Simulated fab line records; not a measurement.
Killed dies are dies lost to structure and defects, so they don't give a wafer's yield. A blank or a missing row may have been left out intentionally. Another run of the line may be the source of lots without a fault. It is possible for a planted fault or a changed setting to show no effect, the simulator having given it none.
Chamber matching | flow nandHarc | NHARC_P_ZERO_WELL_DESCUM_54 on rieDiel-12 has 4 sister chambers
The step chemistry O2, time 3 s. 8 wafers are shown with their chamber, then 10 later ones without.

## WAFERS WITH THEIR CHAMBER
wafer  | chamber | drypumpMotorCurrentA (A) | oesProductAu (a.u.)
L081.2 | 1       | 4.9                      | 1.013
L082.6 | 1       | 4.9                      | 1.022
L083.6 | 0       | 4.9                      | 1.018
L085.1 | 2       | 5.5                      | 0.997
L085.2 | 3       | 5.7                      | 0.993
L085.3 | 0       | 4.9                      | 1.008
L088.2 | 3       | 5.7                      | 0.990
L088.3 | 2       | 5.4                      | 1.017

## WAFERS MISSING THEIR CHAMBER
wafer  | drypumpMotorCurrentA (A) | oesProductAu (a.u.)
L088.6 | 5.7                      | 0.997
L094.1 | 5.4                      | 1.012
L094.2 | 4.9                      | 1.012
L094.5 | 4.9                      | 1.019
L095.1 | 4.9                      | 1.026
L095.3 | 5.4                      | 1.005
L095.6 | 5.7                      | 1.009
L097.3 | 5.5                      | 1.012
L097.4 | 5.7                      | 0.996
L097.6 | 5.4                      | 1.016

## CHAMBER TAKEN BY EACH
wafer  | from the rows above     | in truth
L088.6 | 3                       | 3
L094.1 | 2                       | 2
L094.2 | can't be placed: 0 or 1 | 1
L094.5 | can't be placed: 1 or 0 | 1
L095.1 | can't be placed: 1 or 0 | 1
L095.3 | 2                       | 2
L095.6 | 3                       | 3
L097.3 | 2                       | 2
L097.4 | 3                       | 3
L097.6 | 2                       | 2
Placed correctly: 7 of 10. Not placeable from these rows: 3 (in 3, the candidates include the true chamber). 0 placed wrongly.
How it was worked out, from the rows above alone: a wafer's distance from a chamber is the root of the sum, over the readings, of the square of ((its reading less the chamber's mean) divided by the reading's scatter). If the next closest chamber is less than 2 further off than the closest, the wafer can't be placed; otherwise it belongs to the closest. The mean given for a chamber averages the wafers shown for that chamber. How the scatter is found: for the shown wafers, subtract from each reading the mean of its chamber, square and add these, divide the total by (wafers less chambers), then take the root.
